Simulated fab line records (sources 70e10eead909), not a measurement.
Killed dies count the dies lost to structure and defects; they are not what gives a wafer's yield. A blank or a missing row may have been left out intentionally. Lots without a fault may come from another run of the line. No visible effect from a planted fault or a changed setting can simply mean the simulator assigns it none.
Check of tool commonality | flow nandHarc | 1 lot, 3 wafers sampled

== REASON FOR OPENING ==
At NHARC_END_SORT_01 the reading killedAtPeriphery is flagged on 1 of 1 lot. Fault-free wafers read 2.9, with a standard deviation of 2.2.
Rule: a lot is flagged in two cases, either no wafer of it has a number, or all its wafers with numbers fall more than 4 standard deviations from that mean. As for the other lots, they are considered sound.

lot  | measured     | on        | killedAtPeriphery, wafer by wafer | flag
L923 | day 19 16:31 | prober-01 | 655 640 648                       | FLAGGED
Flagged lots average 647.7: +644.8 relative to the usual, that is +99 or more standard deviations.

== LOT BY LOT: THE TOOL USED ==
Before the reading, the record contains 2 process steps out of a 1159-step route. Read each cell as the tool, then ch plus the chambers that the sampled wafers visited, then the start.
lot  | flag    | NHARC_P_GATE_EXPOSE_08          | NHARC_P_GATE_DESCUM_31
L923 | FLAGGED | krfScanner-02 ch 0, day 4 14:01 | rieDiel-09 ch 2,3, day 5 05:43
What is done by these steps:
- NHARC_P_GATE_EXPOSE_08: exposes mask P HV.
- NHARC_P_GATE_DESCUM_31: chemistry O2, time 3 s.
- NHARC_END_SORT_01

== FLAGGED AGAINST TOTAL, ONE TOOL AT A TIME (gauges that did the reading follow at the end) ==
step                   | tool          | lots run | flagged | share of the flagged lots | sound lots run after its first flagged lot
NHARC_P_GATE_EXPOSE_08 | krfScanner-02 | 1        | 1       | all                       | 0
NHARC_P_GATE_DESCUM_31 | rieDiel-09    | 1        | 1       | all                       | 0
NHARC_END_SORT_01      | prober-01     | 1        | 1       | all                       | 0

== WHAT IS ALLOWED BY THE TABLE ==
krfScanner-02 at NHARC_P_GATE_EXPOSE_08, rieDiel-09 at NHARC_P_GATE_DESCUM_31 and prober-01 at NHARC_END_SORT_01: these 3 rows of the table ran every flagged lot.
- krfScanner-02 at NHARC_P_GATE_EXPOSE_08: 1 of its 1 lot flagged. In this sample it ran no sound lot ahead of its first flagged lot, so there is no way to narrow down the start.
- rieDiel-09 at NHARC_P_GATE_DESCUM_31: 1 of its 1 lot flagged. In this sample it ran no sound lot ahead of its first flagged lot, so there is no way to narrow down the start.
- prober-01 at NHARC_END_SORT_01: 1 of its 1 lot flagged. In this sample it ran no sound lot ahead of its first flagged lot, so there is no way to narrow down the start.
These 3 tools cannot be told apart by counting lots, since each of them fits a fault that started at some hour. More lots, or a look at what each step does to the wafer, might.

== WHAT THE SIMULATOR HAD INSERTED ==
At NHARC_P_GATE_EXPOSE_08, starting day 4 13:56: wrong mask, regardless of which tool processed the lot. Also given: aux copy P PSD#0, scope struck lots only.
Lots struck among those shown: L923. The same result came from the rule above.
